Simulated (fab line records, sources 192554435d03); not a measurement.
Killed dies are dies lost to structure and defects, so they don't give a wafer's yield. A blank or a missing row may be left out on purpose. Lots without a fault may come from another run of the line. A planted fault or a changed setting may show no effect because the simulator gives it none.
Problem report in the 8D (eight disciplines) form, filled by code | flow n5_finfet | the parts of the form that need people (team, actions taken, sign-off) are left out

1. THE PROBLEM
run_length_s at N5_MOL_CONTACT_COAG_ALD_27 reads a mean of 2465.5 s on 4 wafers of 3 lots; wafers without a fault read 2769.7 s with a standard deviation of 0.46. That is -99 or more standard deviations from the usual mean.
The step: deposits SiOC, target thk 17 nm, pulse time 1.5 s, time 2720 s.
First seen on wafer L636.1, day 7 06:44, on ald_sin-03. The record holds 27 wafers of 10 lots with a number at this step. Rule for "out", or "out of limits": more than 4 standard deviations from the usual mean. The other wafers with a number count as sound.

2. WHAT IT IS AND WHAT IT IS NOT
question                    | is                             | is not
which readings at this step | run_length_s                   | heater_power_w, precursor_pulse_height_rel
which lots                  | L636, L637, L640               | L628, L630, L631, L633, L641, L648, L650
which wafers of those lots  | L636.1, L637.1, L640.1, L640.3 | L636.5, L637.2
read on which tools         | ald_sin-03                     | ald_sin-01, ald_sin-02
when                        | from day 7 06:44               | up to then (13 sound wafers); but 10 sound wafers of L637, L641, L648, L650 came after

3. SUSPECTS, AND WHAT RULES EACH OUT
Counting: a tool at a process step up to the reading stays a suspect if it ran every lot that is out. Sound lots after the first of them don't rule it out here, since some wafers of a struck lot are sound.
- ald_sin-03 at N5_MOL_CONTACT_COAG_ALD_27 (deposits SiOC, target thk 17 nm, pulse time 1.5 s, time 2720 s): kept. It ran every lot that is out, first L636 (day 7 06:44); its last sound lot up to then is L631 (day 6 00:24). Its own readings are out on those wafers: run_length_s.
Left after counting: ald_sin-03 at N5_MOL_CONTACT_COAG_ALD_27.

4. THE CAUSE (what the simulator had put in)
Process parameter drift: ald_sin-03, from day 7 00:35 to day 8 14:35, at N5_MOL_CONTACT_COAG_ALD_27. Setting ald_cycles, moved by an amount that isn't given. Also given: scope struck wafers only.
Counting left only this tool.

5. THE CHAIN OF EFFECTS, in route order
Each row: a reading whose mean over the struck wafers that have a number lies more than 3 standard deviations from the usual. Only readings for which the record gives a usual standard deviation are gone through. hours: the time from each lot's start at the first step in this table that gives one to its start at this step, as a median over the lots. sigmas: the change in usual standard deviations.
hours | step                       | reading      | usual    | on struck wafers | change | sigmas
0     | N5_MOL_CONTACT_COAG_ALD_27 | run_length_s | 2769.7 s | 2465.5           | -304.2 | -99 or more
The process steps in it:
- N5_MOL_CONTACT_COAG_ALD_27: deposits SiOC, target thk 17 nm, pulse time 1.5 s, time 2720 s.
Later measuring or inspecting steps at which every struck wafer that the step has a row for has a number for every such reading, and none has moved that far: N5_MOL_CONTACT_COAG_THK_MEAS_29, N5_BEOL_M4_RC_MEAS_101.

6. WHAT WOULD HAVE CAUGHT IT SOONER
In this record the first reading out of limits was taken at day 7 06:44, 6 hours after the fault began at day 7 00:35.
